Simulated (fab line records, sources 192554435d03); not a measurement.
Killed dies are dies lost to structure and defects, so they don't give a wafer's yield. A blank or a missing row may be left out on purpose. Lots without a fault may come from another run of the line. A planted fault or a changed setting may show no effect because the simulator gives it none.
Which tool did it? | flow n5_finfet | 24 lots, 72 wafers sampled, at 6 steps of a route of 1938

WHAT THE GAUGES READ, wafer by wafer
N5_DUMMY_GATE_CD_MEAS_24: target cd 15 nm.
lot  | measured    | on        | cd_nm (nm)
L074 | day 3 00:38 | cd_sem-01 | 15.9 15.5 14.9
L075 | day 3 07:14 | cd_sem-03 | 15.2 14.2 14.2
L076 | day 3 11:15 | cd_sem-03 | 15.5 14.9 14.6
L077 | day 3 16:16 | cd_sem-03 | 15.8 15.0 15.2
L078 | day 3 23:24 | cd_sem-03 | 15.0 14.4 15.5
L079 | day 4 06:47 | cd_sem-01 | 15.3 15.0 15.7
L080 | day 4 12:59 | cd_sem-01 | 14.5 15.1 14.9
L081 | day 4 17:08 | cd_sem-02 | 14.5 14.2 14.7
L082 | day 5 02:37 | cd_sem-02 | 14.7 15.5 14.7
L083 | day 5 07:37 | cd_sem-03 | 15.1 14.9 14.6
L084 | day 5 12:49 | cd_sem-01 | 15.5 14.6 15.4
L085 | day 5 20:49 | cd_sem-02 | 15.3 14.9 15.5
L086 | day 6 00:37 | cd_sem-03 | 14.3 14.3 14.5
L087 | day 6 06:46 | cd_sem-01 | 14.8 15.0 14.3
L088 | day 6 11:47 | cd_sem-03 | 15.0 15.1 14.4
L089 | day 6 18:15 | cd_sem-03 | 14.8 14.9 15.3
L090 | day 6 23:18 | cd_sem-02 | 14.4 14.8 15.1
L091 | day 7 05:05 | cd_sem-02 | 15.0 15.2 14.6
L092 | day 7 11:59 | cd_sem-02 | 14.9 15.1 14.8
L093 | day 7 18:28 | cd_sem-01 | 14.7 15.5 14.7
L094 | day 8 00:46 | cd_sem-02 | 15.0 15.0 14.9
L095 | day 8 05:45 | cd_sem-02 | 14.5 15.5 15.0
L096 | day 8 09:59 | cd_sem-01 | 14.9 14.7 14.7
L097 | day 8 18:38 | cd_sem-01 | 14.7 14.7 14.4

N5_ILD0_INSPECT_06: inspects for defects (darkfield).
lot  | measured    | on                | raw_defect_count
L074 | day 3 19:37 | defect_inspect-01 | 47 25 33
L075 | day 4 02:13 | defect_inspect-02 | 21 41 69
L076 | day 4 05:35 | defect_inspect-02 | 28 38 19
L077 | day 4 10:23 | defect_inspect-02 | 63 41 53
L078 | day 4 17:01 | defect_inspect-01 | 13 35 41
L079 | day 5 00:52 | defect_inspect-02 | 25 49 26
L080 | day 5 06:26 | defect_inspect-01 | 10 29 20
L081 | day 5 12:17 | defect_inspect-01 | 21 16 19
L082 | day 5 22:32 | defect_inspect-01 | 36 31 33
L083 | day 6 01:02 | defect_inspect-02 | 32 32 16
L084 | day 6 06:52 | defect_inspect-01 | 37 54 34
L085 | day 6 22:28 | defect_inspect-01 | 36 25 48
L086 | day 6 18:23 | defect_inspect-01 | 24 29 15
L087 | day 7 01:21 | defect_inspect-02 | 91 70 72
L088 | day 7 05:42 | defect_inspect-01 | 40 17 19
L089 | day 7 13:46 | defect_inspect-01 | 26 26 20
L090 | day 7 16:26 | defect_inspect-01 | 20 12 18
L091 | day 7 22:52 | defect_inspect-01 | 17 17 29
L092 | day 8 04:34 | defect_inspect-02 | 43 46 47
L093 | day 8 10:45 | defect_inspect-02 | 103 93 31
L094 | day 8 18:11 | defect_inspect-02 | 26 37 37
L095 | day 9 00:19 | defect_inspect-01 | 12 29 45
L096 | day 9 05:49 | defect_inspect-01 | 37 34 44
L097 | day 9 12:22 | defect_inspect-02 | 51 20 11

WHICH TOOL RAN EACH LOT (tool, then ch and the chambers of the sampled wafers, then the start)
lot  | N5_DUMMY_GATE_DESCUM_20           | N5_SD_EPI_P_ETCH_36               | N5_ILD0_CMP_03               | N5_ILD0_ALD_15
L074 | rie_diel-03 ch 1,2,3, day 2 23:45 | rie_diel-04 ch 1,2, day 3 07:30   | cmp-01 ch 1,2,3, day 3 15:37 | ald_sin-02 ch 0,1, day 3 17:05
L075 | rie_diel-02 ch 2,3, day 3 06:22   | rie_diel-03 ch 0,1,2, day 3 14:14 | cmp-02 ch 1,3, day 3 22:19   | ald_sin-03 ch 2,3, day 3 23:37
L076 | rie_diel-03 ch 0,3, day 3 10:21   | rie_diel-04 ch 2,3, day 3 18:43   | cmp-02 ch 0,2,3, day 4 01:41 | ald_sin-03 ch 0,1,3, day 4 03:04
L077 | rie_diel-03 ch 0,2, day 3 15:10   | rie_diel-03 ch 0,2, day 3 22:25   | cmp-04 ch 0,2, day 4 06:25   | ald_sin-03 ch 0,1,3, day 4 07:52
L078 | rie_diel-02 ch 2,3, day 3 22:32   | rie_diel-03 ch 1,2, day 4 05:13   | cmp-02 ch 1,2, day 4 13:09   | ald_sin-03 ch 0,1,3, day 4 14:29
L079 | rie_diel-03 ch 0,1, day 4 05:55   | rie_diel-02 ch 1,2,3, day 4 12:48 | cmp-02 ch 0,1,3, day 4 20:19 | ald_sin-02 ch 0,2,3, day 4 22:14
L080 | rie_diel-02 ch 0,3, day 4 12:01   | rie_diel-02 ch 0,2,3, day 4 19:32 | cmp-04 ch 0,3, day 5 02:23   | ald_sin-03 ch 1,2,3, day 5 03:55
L081 | rie_diel-02 ch 0,2, day 4 16:16   | rie_diel-03 ch 0,1,2, day 4 23:12 | cmp-02 ch 0,1,2, day 5 07:11 | ald_sin-02 ch 1,3, day 5 09:11
L082 | rie_diel-02 ch 1,2,3, day 5 01:34 | rie_diel-02 ch 0,2,3, day 5 10:20 | cmp-01 ch 1,2, day 5 18:03   | ald_sin-04 ch 0,1,2, day 5 20:01
L083 | rie_diel-03 ch 0,1,2, day 5 06:45 | rie_diel-02 ch 0,1,2, day 5 14:01 | cmp-01 ch 2,3, day 5 21:10   | ald_sin-02 ch 1,2,3, day 5 22:31
L084 | rie_diel-04 ch 1,2,3, day 5 11:56 | rie_diel-04 ch 0,3, day 5 20:07   | cmp-04 ch 0,1,3, day 6 03:03 | ald_sin-03 ch 0,1,3, day 6 04:21
L085 | rie_diel-03 ch 0,1,3, day 5 19:46 | rie_diel-02 ch 1,2,3, day 6 05:08 | cmp-04 ch 0,1,2, day 6 18:01 | ald_sin-02 ch 2,3, day 6 19:56
L086 | rie_diel-03 ch 0,1, day 5 23:40   | rie_diel-02 ch 0,1, day 6 06:31   | cmp-04 ch 1,2,3, day 6 14:30 | ald_sin-02 ch 0,2,3, day 6 15:52
L087 | rie_diel-02 ch 2,3, day 6 05:53   | rie_diel-02 ch 0,2, day 6 14:26   | cmp-04 ch 0,2, day 6 21:29   | ald_sin-04 ch 1,2,3, day 6 22:50
L088 | rie_diel-03 ch 0,1,3, day 6 10:43 | rie_diel-02 ch 2,3, day 6 18:56   | cmp-01 ch 0,1, day 7 01:51   | ald_sin-02 ch 0,3, day 7 03:11
L089 | rie_diel-04 ch 0,1,3, day 6 17:23 | rie_diel-02 ch 0,1,3, day 7 00:45 | cmp-02 ch 0,1,3, day 7 09:56 | ald_sin-03 ch 0,2,3, day 7 11:14
L090 | rie_diel-03 ch 0,1,2, day 6 22:26 | rie_diel-03 ch 0,1,3, day 7 05:40 | cmp-02 ch 0,2,3, day 7 12:37 | ald_sin-03 ch 1,2,3, day 7 13:55
L091 | rie_diel-03 ch 0,1, day 7 04:13   | rie_diel-03 ch 2,3, day 7 12:08   | cmp-01 ch 0,1,2, day 7 19:02 | ald_sin-04 ch 0,1,3, day 7 20:20
L092 | rie_diel-02 ch 0,1, day 7 11:07   | rie_diel-02 ch 0,1, day 7 17:47   | cmp-04 ch 0,2,3, day 8 00:46 | ald_sin-02 ch 0,1, day 8 02:03
L093 | rie_diel-04 ch 1,2,3, day 7 17:35 | rie_diel-03 ch 0,2,3, day 8 00:03 | cmp-04 ch 0,2,3, day 8 06:56 | ald_sin-02 ch 1,2,3, day 8 08:14
L094 | rie_diel-03 ch 0,1,2, day 7 23:38 | rie_diel-02 ch 0,3, day 8 06:35   | cmp-02 ch 2,3, day 8 14:09   | ald_sin-02 ch 0,1, day 8 15:39
L095 | rie_diel-03 ch 0,1,3, day 8 04:46 | rie_diel-02 ch 0,1,2, day 8 11:36 | cmp-01 ch 0,3, day 8 20:11   | ald_sin-04 ch 0,1,3, day 8 22:53
L096 | rie_diel-02 ch 1,2, day 8 09:07   | rie_diel-04 ch 0,2, day 8 17:08   | cmp-01 ch 0,2, day 9 01:37   | ald_sin-02 ch 0,1, day 9 03:17
L097 | rie_diel-03 ch 0,1,2, day 8 17:45 | rie_diel-02 ch 0,1,2, day 9 00:25 | cmp-04 ch 0,2,3, day 9 08:35 | ald_sin-03 ch 0,1,3, day 9 09:50
- N5_DUMMY_GATE_DESCUM_20: chemistry O2, time 6.2 s.
- N5_SD_EPI_P_ETCH_36: etches SiARC in CF4, target depth 45.5 nm, time 75.8 s.
- N5_ILD0_CMP_03: polishes, stops on SiNx, t overpolish 1.9 s, target thk 197.38 nm.
- N5_ILD0_ALD_15: deposits SiNx, target thk 24 nm, pulse time 1 s, ald cycles 480.

WHAT THE TOOLS THEMSELVES READ (means of the sampled wafers that have a number; where no wafer has one, the mark that the record gives instead)
N5_DUMMY_GATE_DESCUM_20.
lot  | tool        | drypump_motor_current_A (A) | o2_flow_sccm (sccm) | oes_product_au (a.u.) | rf_vpp_V (V) | showerhead_plenum_p_Torr (Torr) | throttle_valve_pct (%)
L074 | rie_diel-03 | 5.9                         | 224.7               | 0.77                  | 244.2        | 2.13                            | 20.3
L075 | rie_diel-02 | 5.9                         | 225.0               | 0.88                  | 243.1        | 2.09                            | 20.1
L076 | rie_diel-03 | 5.6                         | 225.0               | 0.80                  | 243.2        | 2.11                            | 20.3
L077 | rie_diel-03 | 5.3                         | 224.8               | 0.74                  | 242.3        | 2.09                            | 20.7
L078 | rie_diel-02 | 5.3                         | 225.1               | 0.78                  | 243.8        | 2.12                            | 20.4
L079 | rie_diel-03 | 5.9                         | 225.0               | 0.72                  | 243.7        | 2.13                            | 20.3
L080 | rie_diel-02 | 6.0                         | 225.3               | 0.79                  | 243.5        | 2.14                            | 20.6
L081 | rie_diel-02 | 5.4                         | 224.4               | 0.71                  | 244.3        | 2.17                            | 20.9
L082 | rie_diel-02 | 6.0                         | 225.2               | 0.78                  | 244.5        | 2.12                            | 20.4
L083 | rie_diel-03 | 5.7                         | 225.3               | 0.72                  | 242.9        | 2.12                            | 20.6
L084 | rie_diel-04 | 5.6                         | 225.2               | 0.80                  | 243.2        | 2.07                            | 20.1
L085 | rie_diel-03 | 5.7                         | 225.4               | 0.74                  | 244.3        | 2.12                            | 20.3
L086 | rie_diel-03 | 5.9                         | 225.1               | 0.71                  | 243.2        | 2.13                            | 20.3
L087 | rie_diel-02 | 5.3                         | 224.9               | 0.75                  | 242.7        | 2.11                            | 20.4
L088 | rie_diel-03 | 5.8                         | 224.9               | 0.74                  | 243.9        | 2.12                            | 20.3
L089 | rie_diel-04 | 5.8                         | 223.9               | 0.78                  | 241.7        | 2.01                            | 20.2
L090 | rie_diel-03 | 5.7                         | 224.7               | 0.71                  | 243.0        | 2.11                            | 20.6
L091 | rie_diel-03 | 5.9                         | 224.5               | 0.70                  | 243.6        | 2.12                            | 20.3
L092 | rie_diel-02 | 6.1                         | 225.4               | 0.70                  | 244.0        | 2.17                            | 20.9
L093 | rie_diel-04 | 5.6                         | 225.2               | 0.77                  | 242.5        | 2.06                            | 20.1
L094 | rie_diel-03 | 5.7                         | 224.7               | 0.71                  | 244.1        | 2.11                            | 20.6
L095 | rie_diel-03 | 5.7                         | 225.4               | 0.73                  | 244.3        | 2.11                            | 20.4
L096 | rie_diel-02 | 5.3                         | 224.5               | 0.89                  | 243.7        | 2.16                            | 20.4
L097 | rie_diel-03 | 5.7                         | 225.1               | 0.71                  | 243.0        | 2.11                            | 20.6

N5_SD_EPI_P_ETCH_36.
lot  | tool        | drypump_motor_current_A (A) | etch_rf_on_time_s (s) | oes_product_au (a.u.) | rf_vpp_V (V) | showerhead_plenum_p_Torr (Torr) | throttle_valve_pct (%)
L074 | rie_diel-04 | 5.2                         | 76.5                  | 0.69                  | 183.9        | 2.13                            | 15.2
L075 | rie_diel-03 | 5.7                         | 76.1                  | 0.63                  | 184.8        | 2.16                            | 15.7
L076 | rie_diel-04 | 5.9                         | 76.8                  | 0.64                  | 184.0        | 2.14                            | 15.5
L077 | rie_diel-03 | 5.5                         | 76.1                  | 0.64                  | 184.3        | 2.13                            | 15.8
L078 | rie_diel-03 | 6.1                         | 76.2                  | 0.63                  | 185.3        | 2.18                            | 15.5
L079 | rie_diel-02 | 6.0                         | 75.8                  | 0.67                  | 183.7        | 2.18                            | 15.6
L080 | rie_diel-02 | 5.7                         | 76.3                  | 0.67                  | 184.6        | 2.18                            | 15.7
L081 | rie_diel-03 | 5.7                         | 76.3                  | 0.62                  | 184.0        | 2.16                            | 15.7
L082 | rie_diel-02 | 5.7                         | 76.6                  | 0.66                  | 184.8        | 2.18                            | 15.8
L083 | rie_diel-02 | 5.7                         | 76.8                  | 0.60                  | 184.3        | 2.21                            | 16.0
L084 | rie_diel-04 | 6.0                         | 76.0                  | 0.65                  | 183.1        | 2.04                            | 15.5
L085 | rie_diel-02 | 6.0                         | 75.8                  | 0.66                  | 184.4        | 2.18                            | 15.6
L086 | rie_diel-02 | 6.1                         | 77.0                  | 0.61                  | 184.8        | 2.22                            | 16.1
L087 | rie_diel-02 | 5.4                         | 76.3                  | 0.60                  | 185.3        | 2.22                            | 16.1
L088 | rie_diel-02 | 5.9                         | 75.0                  | 0.70                  | 183.4        | 2.14                            | 15.4
L089 | rie_diel-02 | 6.3                         | 76.9                  | 0.65                  | 184.6        | 2.18                            | 15.7
L090 | rie_diel-03 | 5.7                         | 76.0                  | 0.63                  | 184.1        | 2.16                            | 15.6
L091 | rie_diel-03 | 5.7                         | 75.6                  | 0.64                  | 184.7        | 2.13                            | 15.7
L092 | rie_diel-02 | 6.3                         | 78.4                  | 0.59                  | 184.5        | 2.21                            | 15.9
L093 | rie_diel-03 | 5.5                         | 75.7                  | 0.63                  | 184.1        | 2.14                            | 15.7
L094 | rie_diel-02 | 6.0                         | 77.1                  | 0.65                  | 185.5        | 2.18                            | 15.9
L095 | rie_diel-02 | 5.7                         | 75.8                  | 0.68                  | 185.2        | 2.21                            | 15.8
L096 | rie_diel-04 | 5.4                         | 77.0                  | 0.64                  | 183.8        | 2.09                            | 15.3
L097 | rie_diel-02 | 5.7                         | 76.1                  | 0.67                  | 184.8        | 2.21                            | 15.9

N5_ILD0_CMP_03.
lot  | tool   | motor_current_A (A) | overpolish_run_s (s) | time_to_endpoint_s (s)
L074 | cmp-01 | 13.5                | 1.894                | 70
L075 | cmp-02 | 11.5                | 1.905                | 73
L076 | cmp-02 | 11.0                | 1.900                | 72
L077 | cmp-04 | 13.1                | 1.900                | 70
L078 | cmp-02 | 11.0                | 1.904                | 71
L079 | cmp-02 | 11.0                | 1.899                | 69
L080 | cmp-04 | 13.7                | 1.900                | 66
L081 | cmp-02 | 11.4                | 1.906                | 71
L082 | cmp-01 | 12.8                | 1.900                | 64
L083 | cmp-01 | 14.0                | 1.903                | 67
L084 | cmp-04 | 13.4                | 1.901                | 63
L085 | cmp-04 | 12.3                | 1.904                | 67
L086 | cmp-04 | 12.8                | 1.904                | 67
L087 | cmp-04 | 13.2                | 1.889                | 69
L088 | cmp-01 | 12.3                | 1.896                | 71
L089 | cmp-02 | 11.1                | 1.898                | 69
L090 | cmp-02 | 11.4                | 1.901                | 69
L091 | cmp-01 | 12.3                | 1.908                | 78
L092 | cmp-04 | 13.4                | 1.898                | 69
L093 | cmp-04 | 13.9                | 1.901                | 67
L094 | cmp-02 | 11.4                | 1.897                | 72
L095 | cmp-01 | 13.2                | 1.899                | 72
L096 | cmp-01 | 12.1                | 1.896                | 71
L097 | cmp-04 | 13.4                | 1.902                | 65

N5_ILD0_ALD_15.
lot  | tool       | heater_power_w (W) | precursor_pulse_height_rel
L074 | ald_sin-02 | 890                | 1.004
L075 | ald_sin-03 | 809                | 1.005
L076 | ald_sin-03 | 876                | 0.988
L077 | ald_sin-03 | 872                | 0.988
L078 | ald_sin-03 | 859                | 0.991
L079 | ald_sin-02 | 808                | 1.019
L080 | ald_sin-03 | 874                | 0.981
L081 | ald_sin-02 | 780                | 0.998
L082 | ald_sin-04 | 819                | 0.993
L083 | ald_sin-02 | 807                | 0.997
L084 | ald_sin-03 | 874                | 1.010
L085 | ald_sin-02 | 757                | 1.011
L086 | ald_sin-02 | 809                | 0.990
L087 | ald_sin-04 | 797                | 1.004
L088 | ald_sin-02 | 857                | 0.988
L089 | ald_sin-03 | 828                | 0.997
L090 | ald_sin-03 | 870                | 1.004
L091 | ald_sin-04 | 781                | 0.974
L092 | ald_sin-02 | 903                | 0.991
L093 | ald_sin-02 | 801                | 0.990
L094 | ald_sin-02 | 900                | 0.994
L095 | ald_sin-04 | 777                | 0.989
L096 | ald_sin-02 | 883                | 0.993
L097 | ald_sin-03 | 845                | 1.011

THE ANSWER, worked out from the rows above alone
Rule: what is usual is taken from the lots themselves. Put in order of their means at a reading, lots are off if they are a third of the lots or fewer, leave a main group of 4 or more, and stand apart from it by a gap of 3 or more times the standard deviation of the main group's means; of several such gaps the widest counts. A main group whose means are all the same, to the digits that the tables above print for the reading, isn't used. A lot without any number at a reading at which 4 lots or more have one is off too. The other lots that the step has rows for count as sound. The gauges are gone through in route order, then the tools' own readings, and for those a lot's mean is taken as printed above. The first step at which some lot is off is used, and at that step the reading that is off furthest; a lot without a number counts as furthest.
No lot is off at any reading shown: from this, nothing can be told.

WHAT THE SIMULATOR HAD PUT IN
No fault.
